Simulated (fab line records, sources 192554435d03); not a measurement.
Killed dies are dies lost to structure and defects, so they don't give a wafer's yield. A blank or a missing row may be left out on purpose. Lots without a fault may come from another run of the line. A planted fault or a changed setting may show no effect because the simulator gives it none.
fab line records | flow n5_finfet
record lots=7 wafers=39
route steps=1938 shown WELL_APT@39 FIN_SAQP@102 DUMMY_GATE@237
start_h: hours from the record's first day to the start of the lot's first wafer shown | wait_h: hours since the lot's step before | " the same as in the row above | L1.1+2: a row that stands for several wafers | - no value, or no start given | * or withheld: withheld | < > ~ a bound
route shown NAME@n: a module of which the file shows steps, and the number in the route of the first | usual: mean/standard deviation of fault-free wafers | same: alike in all rows | chamber/n: place in a boat | sites: the reading at each site | _std_site: their standard deviation | _edge_site: outer sites' mean less inner sites' | radius_mm: how far each site lies from the wafer's centre | mask NAME#n: copy n | behind: the tool/chamber that last shaped the wafer | hold: why the lot was held/for how many hours/how that ended | device: the transistor (n, p or np) that didn't switch | end of line: the same wafers' tests at the end of the route | a step without rows: its recipe alone | killed: dies lost to structure and defects at the first sort, not the wafer's yield | map: a wafer's dies, x killed, . not, _ none there
set.NAME: the setting as run; set.NAME@STEP: as run at that earlier step | model.NAME: the simulator's own value behind a step, which no gauge read
lots whose settings were changed on purpose; a table a step, a row a wafer
## steps
# step N5_WELL_APT_EXPOSE_22
# recipe mask_id=PWELL na=0.8 source_shape=conventional sigma_outer=0.8 polarization=unpolarized defocus_nm=0 target_cd_nm=200 dose_mj=23.2
# columns lot.wafer tool chamber start_h wait_h mask set.dose_mj
L074.1+2+3+4+5+6 krf_scanner-02 0 14.88 - PWELL#0 23.2
L075.1+2+5 krf_scanner-02 0 20.82 - PWELL#0 23.77
L075.3+4+6 " 0 " " PWELL#0 23.2
L087.1+2+3 krf_scanner-01 0 92.94 - PWELL#0 23.2
L089.1+4+6 krf_scanner-01 0 105.51 - PWELL#0 22.21
L089.2+3+5 " 0 " " PWELL#0 23.2
L091.1+2+3+4+5+6 krf_scanner-01 0 116.63 - PWELL#0 23.2
L092.1+3+4 krf_scanner-01 0 122.78 - PWELL#0 23.2
L092.2+5+6 " 0 " " PWELL#0 21.7
L093.1+2+3 krf_scanner-02 0 128.88 - PWELL#0 23.81
L093.4+5+6 " 0 " " PWELL#0 23.2
# step N5_WELL_APT_PEB_23
# recipe peb_temp_c=130 peb_time_s=90
# step N5_WELL_APT_DEVELOP_24
# recipe develop_time_s=45 rinse_liquid=surfactant_rinse dry=air_spin dev_temp_c=21
# step N5_WELL_APT_HARDBAKE_29
# recipe temp_c=130 time_s=120
# step N5_WELL_APT_CD_MEAS_25
# recipe target_cd_nm=200 landing_energy_ev=500 detector=se_inlens
# usual cd_nm=200.6/1.3
# columns lot.wafer tool chamber start_h wait_h set.dose_mj@WELL_APT_EXPOSE_22 cd_nm
L074.1 cd_sem-01 0 15.05 - 23.2 199.8
L074.2 " 0 " " 23.2 200.7
L074.3 " 0 " " 23.2 200.9
L074.4 " 0 " " 23.2 198.2
L074.5 " 0 " " 23.2 200.3
L074.6 " 0 " " 23.2 198.4
L075.1 cd_sem-03 0 21.00 - 23.77 204.4
L075.2 " 0 " " 23.77 204.4
L075.3 " 0 " " 23.2 199.3
L075.4 " 0 " " 23.2 201.1
L075.5 " 0 " " 23.77 203.8
L075.6 " 0 " " 23.2 200.4
L087.1 cd_sem-01 0 93.12 - 23.2 202.7
L087.2 " 0 " " 23.2 200.5
L087.3 " 0 " " 23.2 200.8
L089.1 cd_sem-03 0 105.68 - 22.21 191.8
L089.2 " 0 " " 23.2 200.6
L089.3 " 0 " " 23.2 199.9
L089.4 " 0 " " 22.21 193.9
L089.5 " 0 " " 23.2 201.4
L089.6 " 0 " " 22.21 193.0
L091.1 cd_sem-03 0 116.81 - 23.2 200.8
L091.2 " 0 " " 23.2 198.8
L091.3 " 0 " " 23.2 202.1
L091.4 " 0 " " 23.2 201.0
L091.5 " 0 " " 23.2 200.0
L091.6 " 0 " " 23.2 200.7
L092.1 cd_sem-03 0 122.95 - 23.2 197.8
L092.2 " 0 " " 21.7 185.4
L092.3 " 0 " " 23.2 199.7
L092.4 " 0 " " 23.2 198.4
L092.5 " 0 " " 21.7 186.0
L092.6 " 0 " " 21.7 187.4
L093.1 cd_sem-02 0 129.05 - 23.81 206.6
L093.2 " 0 " " 23.81 207.5
L093.3 " 0 " " 23.81 207.2
L093.4 " 0 " " 23.2 203.7
L093.5 " 0 " " 23.2 202.9
L093.6 " 0 " " 23.2 201.3
# step N5_WELL_APT_DESCUM_30
# recipe chemistry=O2 time_s=7.9 source_power_w=50 bias_power_w=20 pressure_mtorr=20 rf_frequency_hz=2.712e+07 temp_c=40 o2_flow_sccm=225
# columns lot.wafer tool chamber start_h wait_h set.dose_mj@WELL_APT_EXPOSE_22 model.WELL_APT.cd_nm
L074.1 rie_diel-03 0 15.15 0.0 23.2 199.9
L074.2 " 3 " " 23.2 200.8
L074.3+5 " 2,0 " " 23.2 200.6
L074.4 " 3 " " 23.2 198.6
L074.6 " 2 " " 23.2 198.9
L075.1 rie_diel-03 0 21.27 0.2 23.77 204.6
L075.2 " 3 " " 23.77 204.5
L075.3 " 2 " " 23.2 198.8
L075.4 " 0 " " 23.2 201.2
L075.5 " 2 " " 23.77 203.6
L075.6 " 3 " " 23.2 200.5
L087.1 rie_diel-05 1 93.20 0.0 23.2 203
L087.2+3 " 2,0 " " 23.2 200.8
L089.1 rie_diel-03 1 105.82 0.1 22.21 192
L089.2 " 3 " " 23.2 200.3
L089.3 " 2 " " 23.2 199.6
L089.4 " 0 " " 22.21 193.9
L089.5 " 1 " " 23.2 201.1
L089.6 " 0 " " 22.21 193.2
L091.1 rie_diel-05 2 117.62 0.8 23.2 200.9
L091.2 " 3 " " 23.2 199
L091.3 " 1 " " 23.2 201.9
L091.4 " 0 " " 23.2 201.3
L091.5 " 2 " " 23.2 200.1
L091.6 " 3 " " 23.2 200.6
L092.1 rie_diel-05 2 123.07 0.1 23.2 197.8
L092.2 " 0 " " 21.7 185.5
L092.3 " 3 " " 23.2 199.2
L092.4 " 1 " " 23.2 198
L092.5 " 0 " " 21.7 186.1
L092.6 " 1 " " 21.7 187.3
L093.1 rie_diel-01 3 129.14 0.0 23.81 206.5
L093.2 " 0 " " 23.81 207.6
L093.3 " 1 " " 23.81 207.5
L093.4 " 1 " " 23.2 203.5
L093.5 " 0 " " 23.2 202.6
L093.6 " 3 " " 23.2 201.6
# step N5_FIN_SAQP_HM_DEP_72
# recipe material=SiO2 target_thk_a=120 temp_c=400 precursor=SiH4/N2O pressure_torr=0.75 rf_w=275 time_s=7.2
# columns lot.wafer tool chamber start_h wait_h set.target_thk_a model.SiO2_of_FIN_SAQP_HM_DEP_72.thk_nm
L074.1 pecvd-02 0 21.60 0.0 120 11.9
L074.2 " 1 " " 120 12.15
L074.3 " 2 " " 120 12
L074.4 " 2 " " 120 12.13
L074.5 " 1 " " 120 12.39
L074.6 " 0 " " 120 12.23
L075.1 pecvd-02 2 27.03 0.0 126.2 12.34
L075.2 " 1 " " 120 11.84
L075.3 " 0 " " 120 11.62
L075.4 " 0 " " 126.2 12.63
L075.5 " 2 " " 120 11.88
L075.6 " 1 " " 126.2 12.71
L087.1 pecvd-03 0 102.85 0.0 120 11.99
L087.2 " 1 " " 120 11.97
L087.3 " 2 " " 120 11.95
L089.1+4 pecvd-03 2 112.28 0.0 120 12.08
L089.2 " 0 " " 120 11.98
L089.3 " 1 " " 120 11.93
L089.5 " 1 " " 120 12.29
L089.6 " 0 " " 120 12.1
L091.1 pecvd-01 1 124.37 0.0 120 11.84
L091.2 " 0 " " 120 11.53
L091.3 " 2 " " 124.5 12.27
L091.4 " 2 " " 124.5 12.46
L091.5 " 0 " " 120 11.8
L091.6 " 1 " " 124.5 12.26
L092.1 pecvd-03 1 128.83 0.0 103.4 10.49
L092.2 " 2 " " 103.4 10.51
L092.3 " 0 " " 103.4 10.41
L092.4 " 2 " " 120 12.34
L092.5 " 0 " " 120 12
L092.6 " 1 " " 120 12.52
L093.1 pecvd-02 2 135.15 0.0 120 11.84
L093.2 " 1 " " 120 12
L093.3 " 0 " " 120 11.89
L093.4 " 2 " " 120 12.19
L093.5 " 1 " " 120 12.06
L093.6 " 0 " " 120 11.9
# step N5_FIN_SAQP_ETCH_52
# recipe chemistry=N2/H2 target=SOC target_depth_a=1000 overetch_a=200 mask_material=SiARC temp_c=40 time_s=150 ion_energy_ev=200 pressure_mtorr=30 source_w=840 bias_w=150 n2_flow_sccm=200 h2_flow_sccm=200 ends=end_point
# usual rf_vpp_V=524.8/2.5
# columns lot.wafer tool chamber start_h wait_h set.source_w rf_vpp_V
L074.1 rie_diel-03 3 22.13 0.0 840 522.3
L074.2 " 0 " " 840 522.3
L074.3 " 2 " " 933.3 509.5
L074.4 " 3 " " 840 522.6
L074.5 " 2 " " 933.3 508.3
L074.6 " 0 " " 933.3 504.3
L075.1 rie_diel-03 2 27.54 0.0 840 525.3
L075.2 " 0 " " 698.6 555.4
L075.3 " 3 " " 840 521.6
L075.4 " 0 " " 698.6 556.1
L075.5 " 3 " " 698.6 554.7
L075.6 " 2 " " 840 526.8
L087.1 rie_diel-05 2 103.48 0.0 840 523.4
L087.2 " 1 " " 840 523.6
L087.3 " 0 " " 840 527.9
L089.1 rie_diel-05 0 112.92 0.0 840 527.1
L089.2 " 3 " " 840 523.6
L089.3 " 2 " " 840 522.8
L089.4 " 1 " " 840 523.1
L089.5 " 3 " " 840 523.3
L089.6 " 0 " " 840 526.3
L091.1 rie_diel-01 0 125.12 0.0 840 523.9
L091.2 " 3 " " 840 528.6
L091.3 " 1 " " 840 520.5
L091.4 " 3 " " 840 529.1
L091.5 " 1 " " 840 521.2
L091.6 " 0 " " 840 525.7
L092.1 rie_diel-01 0 129.34 0.0 840 527.4
L092.2 " 1 " " 882.4 510.0
L092.3 " 3 " " 882.4 519.3
L092.4 " 0 " " 840 526.8
L092.5 " 1 " " 882.4 512.2
L092.6 " 3 " " 840 527.1
L093.1 rie_diel-03 1 135.66 0.0 955.9 504.3
L093.2 " 3 " " 840 521.3
L093.3 " 0 " " 840 523.4
L093.4 " 1 " " 955.9 506.4
L093.5 " 3 " " 840 521.7
L093.6 " 0 " " 955.9 501.4
# step N5_FIN_SAQP_STRIP_53
# recipe chemistry=N2/H2 temp_c=40 n2_flow_sccm=200 h2_flow_sccm=200 rf_frequency_hz=6e+07
# step N5_FIN_SAQP_HM_OPEN_73
# recipe chemistry=CHF3/O2 target=SiO2 stop_on=a-Si target_depth_a=120 over_etch_frac=1.8 mask_material=SOC time_s=16.8 pressure_mtorr=30 source_w=650 bias_w=170 Ar_flow_sccm=200 CHF3_flow_sccm=50 O2_flow_sccm=5 ion_energy_ev=200 ends=end_point
# columns lot.wafer tool chamber start_h wait_h set.target_thk_a@FIN_SAQP_HM_DEP_72 model.etch.depth_nm
L074.1 rie_diel-03 3 22.23 0.0 120 11.9
L074.2 " 0 " " 120 12.15
L074.3 " 2 " " 120 12
L074.4 " 3 " " 120 12.13
L074.5 " 2 " " 120 12.39
L074.6 " 0 " " 120 12.23
L075.1 rie_diel-03 2 27.65 0.0 126.2 12.34
L075.2 " 0 " " 120 11.84
L075.3 " 3 " " 120 11.62
L075.4 " 0 " " 126.2 12.63
L075.5 " 3 " " 120 11.88
L075.6 " 2 " " 126.2 12.71
L087.1 rie_diel-05 2 103.59 0.0 120 11.99
L087.2 " 1 " " 120 11.97
L087.3 " 0 " " 120 11.95
L089.1+4 rie_diel-05 0,1 113.02 0.0 120 12.08
L089.2 " 3 " " 120 11.98
L089.3 " 2 " " 120 11.93
L089.5 " 3 " " 120 12.29
L089.6 " 0 " " 120 12.1
L091.1 rie_diel-01 0 125.22 0.0 120 11.84
L091.2 " 3 " " 120 11.53
L091.3 " 1 " " 124.5 12.27
L091.4 " 3 " " 124.5 12.46
L091.5 " 1 " " 120 11.8
L091.6 " 0 " " 124.5 12.26
L092.1 rie_diel-01 0 129.45 0.0 103.4 10.49
L092.2 " 1 " " 103.4 10.51
L092.3 " 3 " " 103.4 10.41
L092.4 " 0 " " 120 12.34
L092.5 " 1 " " 120 12
L092.6 " 3 " " 120 12.52
L093.1 rie_diel-03 1 135.77 0.0 120 11.84
L093.2 " 3 " " 120 12
L093.3 " 0 " " 120 11.89
L093.4 " 1 " " 120 12.19
L093.5 " 3 " " 120 12.06
L093.6 " 0 " " 120 11.9
# step N5_DUMMY_GATE_ETCH_37
# recipe chemistry=N2/H2 target=SOC target_depth_a=600 overetch_a=300 temp_c=40 ion_energy_ev=200 pressure_mtorr=30 source_w=840 bias_w=150 n2_flow_sccm=200 h2_flow_sccm=200
# usual rf_vpp_V=524.8/2.4
# columns lot.wafer tool chamber start_h wait_h set.source_w rf_vpp_V
L074.1 rie_diel-04 2 46.23 0.0 969.2 497.1
L074.2 " 3 " " 969.2 498.5
L074.3 " 1 " " 840 520.2
L074.4 " 1 " " 840 521.2
L074.5 " 2 " " 840 523.5
L074.6 " 3 " " 969.2 500.5
L075.1 rie_diel-02 2 51.15 0.0 840 521.2
L075.2 " 3 " " 840 526.3
L075.3 " 1 " " 840 523.4
L075.4 " 0 " " 840 524.5
L075.5 " 2 " " 840 521.4
L075.6 " 3 " " 840 525.6
L087.1 rie_diel-06 2 131.35 0.0 840 525.4
L087.2 " 1 " " 840 527.2
L087.3 " 3 " " 840 522.3
L089.1 rie_diel-04 0 139.55 0.0 840 526.3
L089.2 " 2 " " 840 523.9
L089.3 " 1 " " 840 528.5
L089.4 " 2 " " 840 523.3
L089.5 " 1 " " 840 527.3
L089.6 " 0 " " 840 526.1
L091.1 rie_diel-04 1 150.31 0.0 935 508.4
L091.2 " 3 " " 935 504.4
L091.3 " 0 " " 840 526.8
L091.4 " 3 " " 840 522.2
L091.5 " 1 " " 840 529.5
L091.6 " 0 " " 935 508.1
L092.1 rie_diel-04 0 153.82 0.0 840 527.0
L092.2 " 1 " " 840 529.3
L092.3 " 3 " " 840 524.4
L092.4 " 0 " " 840 526.7
L092.5 " 1 " " 840 528.2
L092.6 " 3 " " 840 522.0
L093.1 rie_diel-04 3 161.95 0.0 893.2 512.4
L093.2 " 1 " " 840 527.8
L093.3 " 0 " " 893.2 516.6
L093.4 " 2 " " 893.2 512.5
L093.5 " 3 " " 840 523.9
L093.6 " 0 " " 840 527.8
# step N5_DUMMY_GATE_ETCH_31
# recipe chemistry=C4F6/O2 target=SiO2 mask_material=SOC target_depth_a=825 time_s=27.5 ion_energy_ev=250 pressure_mtorr=30 source_w=345 bias_w=185 Ar_flow_sccm=300 C4F6_flow_sccm=10 O2_flow_sccm=10
# columns lot.wafer tool chamber start_h wait_h set.target_depth_a model.etch.depth_nm model.SOC_of_DUMMY_GATE_COAT_34.thk_nm
L074.1 rie_diel-04 1 46.50 0.0 825 81.2 52
L074.2 " 2 " " 825 81.83 51.8
L074.3 " 3 " " 825 83.94 51.6
L074.4 " 3 " " 825 83.64 51.6
L074.5 " 2 " " 825 81.51 52
L074.6 " 1 " " 825 81.02 51.8
L075.1 rie_diel-02 0 51.42 0.0 825 81.25 51.6
L075.2 " 2 " " 825 82.78 51.4
L075.3 " 3 " " 825 80.31 51.8
L075.4 " 1 " " 750 74.38 52.4
L075.5 " 0 " " 750 73.86 52.2
L075.6 " 1 " " 750 74.56 52.4
L087.1 rie_diel-06 3 131.65 0.0 825 82.18 51.8
L087.2 " 0 " " 825 81.92 51.8
L087.3 " 2 " " 825 83.31 51.6
L089.1 rie_diel-06 0 139.86 0.0 825 81.72 51.8
L089.2 " 2 " " 825 82.17 51.6
L089.3 " 3 " " 798 78.27 52.2
L089.4 " 2 " " 825 82.04 51.6
L089.5 " 0 " " 798 78.51 52
L089.6 " 3 " " 798 78.84 51.8
L091.1 rie_diel-06 0 150.60 0.0 789.3 78.51 52.2
L091.2 " 2 " " 825 83.07 51.4
L091.3 " 1 " " 825 81.95 51.6
L091.4 " 3 " " 825 81.95 51.8
L091.5 " 0 " " 789.3 78.7 52
L091.6 " 1 " " 789.3 78.38 52
L092.1 rie_diel-02 1 154.10 0.0 825 81.22 52
L092.2 " 0 " " 738.1 72.53 52.8
L092.3 " 2 " " 738.1 73.38 52.6
L092.4 " 3 " " 825 79.42 52
L092.5 " 3 " " 825 79.05 52.2
L092.6 " 2 " " 738.1 73 52.6
L093.1 rie_diel-06 0 162.23 0.0 876.4 86.53 51.2
L093.2 " 2 " " 876.4 87.83 51.2
L093.3 " 1 " " 825 80.42 51.8
L093.4 " 3 " " 825 81.29 51.8
L093.5 " 1 " " 876.4 85.22 51.2
L093.6 " 0 " " 825 81.44 51.4
# step N5_DUMMY_GATE_ETCH_32
# recipe chemistry=CF4 target=SiO2 target_depth_a=35 time_s=3.9 ion_energy_ev=350 pressure_mtorr=10 icp_w=800 bias_w=400 cf4_flow_sccm=80
# columns lot.wafer tool chamber start_h wait_h set.time_s model.etch.depth_nm
L074.1 rie_si-02 3 46.75 0.1 3.9 3.543
L074.2 " 2 " " 3.9 3.438
L074.3 " 0 " " 3.9 3.459
L074.4 " 1 " " 4.178 3.754
L074.5 " 3 " " 4.178 3.781
L074.6 " 2 " " 4.178 3.704
L075.1 rie_si-03 1 51.67 0.1 4.691 4.219
L075.2 " 0 " " 4.691 4.196
L075.3 " 3 " " 3.9 3.502
L075.4 " 2 " " 3.9 3.574
L075.5 " 0 " " 3.9 3.488
L075.6 " 3 " " 4.691 4.168
L087.1 rie_si-03 2 131.89 0.1 3.9 3.581
L087.2 " 0 " " 3.9 3.514
L087.3 " 1 " " 3.9 3.552
L089.1 rie_si-01 3 140.11 0.1 3.9 3.462
L089.2 " 1 " " 4.14 3.642
L089.3 " 0 " " 3.9 3.522
L089.4 " 2 " " 4.14 3.699
L089.5 " 2 " " 4.14 3.671
L089.6 " 3 " " 3.9 3.45
L091.1 rie_si-03 2 150.84 0.1 4.628 4.26
L091.2 " 0 " " 4.628 4.18
L091.3 " 1 " " 4.628 4.201
L091.4 " 3 " " 3.9 3.505
L091.5 " 2 " " 3.9 3.591
L091.6 " 3 " " 3.9 3.562
L092.1 rie_si-02 0 154.35 0.1 3.9 3.472
L092.2 " 2 " " 3.122 2.775
L092.3 " 1 " " 3.122 2.807
L092.4 " 3 " " 3.122 2.85
L092.5 " 2 " " 3.9 3.45
L092.6 " 3 " " 3.9 3.546
L093.1 rie_si-01 3 162.48 0.1 3.9 3.483
L093.2 " 0 " " 3.471 3.17
L093.3 " 1 " " 3.471 3.062
L093.4 " 2 " " 3.9 3.498
L093.5 " 2 " " 3.9 3.501
L093.6 " 1 " " 3.471 3.052
## key
split step=N5_WELL_APT_EXPOSE_22 setting=dose_mj stated=23.2 by=wafer
response step=N5_WELL_APT_CD_MEAS_25 reading=cd_nm change=+1.84 per=1% r=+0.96
response step=N5_WELL_APT_DESCUM_30 reading=model.WELL_APT.cd_nm change=+1.8 per=1% r=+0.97
split step=N5_FIN_SAQP_HM_DEP_72 setting=target_thk_a stated=120 by=wafer
response step=N5_FIN_SAQP_HM_DEP_72 reading=model.SiO2_of_FIN_SAQP_HM_DEP_72.thk_nm change=+0.136 per=1% r=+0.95
response step=N5_FIN_SAQP_HM_OPEN_73 reading=model.etch.depth_nm change=+0.136 per=1% r=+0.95
split step=N5_FIN_SAQP_ETCH_52 setting=source_w stated=840 by=wafer
response step=N5_FIN_SAQP_ETCH_52 reading=rf_vpp_V change=-1.61 per=1% r=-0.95
split step=N5_DUMMY_GATE_ETCH_37 setting=source_w stated=840 by=wafer
response step=N5_DUMMY_GATE_ETCH_37 reading=rf_vpp_V change=-1.61 per=1% r=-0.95
split step=N5_DUMMY_GATE_ETCH_31 setting=target_depth_a stated=825 by=wafer
response step=N5_DUMMY_GATE_ETCH_31 reading=model.etch.depth_nm change=+0.764 per=1% r=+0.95
response step=N5_DUMMY_GATE_ETCH_31 reading=model.SOC_of_DUMMY_GATE_COAT_34.thk_nm change=-0.0726 per=1% r=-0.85
split step=N5_DUMMY_GATE_ETCH_32 setting=time_s stated=3.9 by=wafer
response step=N5_DUMMY_GATE_ETCH_32 reading=model.etch.depth_nm change=+0.0344 per=1% r=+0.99
